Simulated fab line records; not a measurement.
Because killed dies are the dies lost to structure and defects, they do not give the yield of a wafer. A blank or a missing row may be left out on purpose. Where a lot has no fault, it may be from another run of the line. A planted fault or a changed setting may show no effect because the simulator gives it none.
Chamber matching / flow n5 finfet / rie diel-02 running N5_PMOS_HMC_CHANNEL_EPI_HM_OPEN_15: 4 sister chambers
The step chemistry CHF3/O2, target SiO2, target depth 40.6 nm, time 20.3 s. 4 wafers are shown with their chamber, then 10 later ones without.

EACH WAFER AND ITS CHAMBER
wafer=L087.1; chamber=0; rf vpp V (V)=513
wafer=L090.4; chamber=3; rf vpp V (V)=532
wafer=L091.2; chamber=2; rf vpp V (V)=520
wafer=L091.4; chamber=1; rf vpp V (V)=510

WAFERS WITH NO CHAMBER GIVEN
wafer=L091.6; rf vpp V (V)=531
wafer=L092.4; rf vpp V (V)=521
wafer=L092.5; rf vpp V (V)=508
wafer=L092.6; rf vpp V (V)=530
wafer=L093.1; rf vpp V (V)=509
wafer=L093.5; rf vpp V (V)=531
wafer=L093.6; rf vpp V (V)=513
wafer=L095.2; rf vpp V (V)=530
wafer=L095.3; rf vpp V (V)=520
wafer=L095.4; rf vpp V (V)=514

EACH ONE'S CHAMBER
wafer=L091.6; from the rows above=3; in truth=3
wafer=L092.4; from the rows above=2; in truth=2
wafer=L092.5; from the rows above=1; in truth=1
wafer=L092.6; from the rows above=3; in truth=3
wafer=L093.1; from the rows above=1; in truth=1
wafer=L093.5; from the rows above=3; in truth=3
wafer=L093.6; from the rows above=0; in truth=0
wafer=L095.2; from the rows above=3; in truth=3
wafer=L095.3; from the rows above=2; in truth=2
wafer=L095.4; from the rows above=0; in truth=0
Placed correctly: 10 of 10. From these rows, 0 cannot be placed. Placed wrongly: 0.
How it was worked out, from the rows above alone: a wafer's distance from a chamber is the root of the sum, over the readings, of the square of ((its reading less the chamber's mean) divided by the reading's scatter). The wafer belongs to the nearest chamber; if the next one is less than 2 further off, it can't be placed. Each chamber's mean is taken over the wafers shown for it. The scatter: with one shown wafer a chamber, the root of the mean of the squares of how far each hidden wafer lies from its nearest shown one.
